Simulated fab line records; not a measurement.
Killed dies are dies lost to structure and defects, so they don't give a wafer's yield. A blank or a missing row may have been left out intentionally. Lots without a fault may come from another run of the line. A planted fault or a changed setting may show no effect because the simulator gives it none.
Matching of chambers || flow n5 finfet || N5_HKMG_FIN_PWFM_ALD_03 on ald metal-02: 4 sister chambers
The step deposits TiN, target thk 2 nm, pulse time 1 s, purge time 3 s. 8 wafers are shown with their chamber, then 7 later ones without.

## WAFERS, EACH WITH ITS CHAMBER
{"wafer": "L266.1", "chamber": 2, "heater power w (W)": 919, "precursor pulse height rel": 0.992}
{"wafer": "L266.6", "chamber": 0, "heater power w (W)": 1010, "precursor pulse height rel": 1.010}
{"wafer": "L269.3", "chamber": 0, "heater power w (W)": 1021, "precursor pulse height rel": 1.029}
{"wafer": "L269.5", "chamber": 3, "heater power w (W)": 890, "precursor pulse height rel": 1.005}
{"wafer": "L275.1", "chamber": 1, "heater power w (W)": 1009, "precursor pulse height rel": 0.962}
{"wafer": "L275.3", "chamber": 2, "heater power w (W)": 910, "precursor pulse height rel": 0.978}
{"wafer": "L275.4", "chamber": 3, "heater power w (W)": 868, "precursor pulse height rel": 0.966}
{"wafer": "L276.3", "chamber": 1, "heater power w (W)": 985, "precursor pulse height rel": 1.006}

## WAFERS WITHOUT THEIR CHAMBER
{"wafer": "L276.4", "heater power w (W)": 912, "precursor pulse height rel": 0.989}
{"wafer": "L276.6", "heater power w (W)": 1006, "precursor pulse height rel": 1.015}
{"wafer": "L278.3", "heater power w (W)": 1025, "precursor pulse height rel": 1.004}
{"wafer": "L278.5", "heater power w (W)": 1034, "precursor pulse height rel": 1.014}
{"wafer": "L278.6", "heater power w (W)": 1012, "precursor pulse height rel": 0.983}
{"wafer": "L279.2", "heater power w (W)": 916, "precursor pulse height rel": 0.978}
{"wafer": "L279.5", "heater power w (W)": 1020, "precursor pulse height rel": 1.020}

## THE CHAMBER EACH PASSED THROUGH
{"wafer": "L276.4", "from the rows above": 2, "in truth": 2}
{"wafer": "L276.6", "from the rows above": "can't be placed: 0 or 1", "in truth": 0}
{"wafer": "L278.3", "from the rows above": "can't be placed: 0 or 1", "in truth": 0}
{"wafer": "L278.5", "from the rows above": "can't be placed: 0 or 1", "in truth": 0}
{"wafer": "L278.6", "from the rows above": "can't be placed: 1 or 0", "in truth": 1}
{"wafer": "L279.2", "from the rows above": 2, "in truth": 2}
{"wafer": "L279.5", "from the rows above": 0, "in truth": 0}
3 of 7 placed correctly. Not placeable from these rows: 4 (in 4, the candidates include the true chamber). Placed wrongly: 0.
How it was worked out, from the rows above alone: a wafer's distance from a chamber is the root of the sum, over the readings, of the square of ((its reading less the chamber's mean) divided by the reading's scatter). If the next closest chamber is less than 2 further off than the closest, the wafer can't be placed; otherwise it belongs to the closest. Each chamber's mean is taken over the wafers shown for it. How the scatter is found: for the shown wafers, subtract from each reading the mean of its chamber, square and add these, divide the total by (wafers less chambers), then take the root.
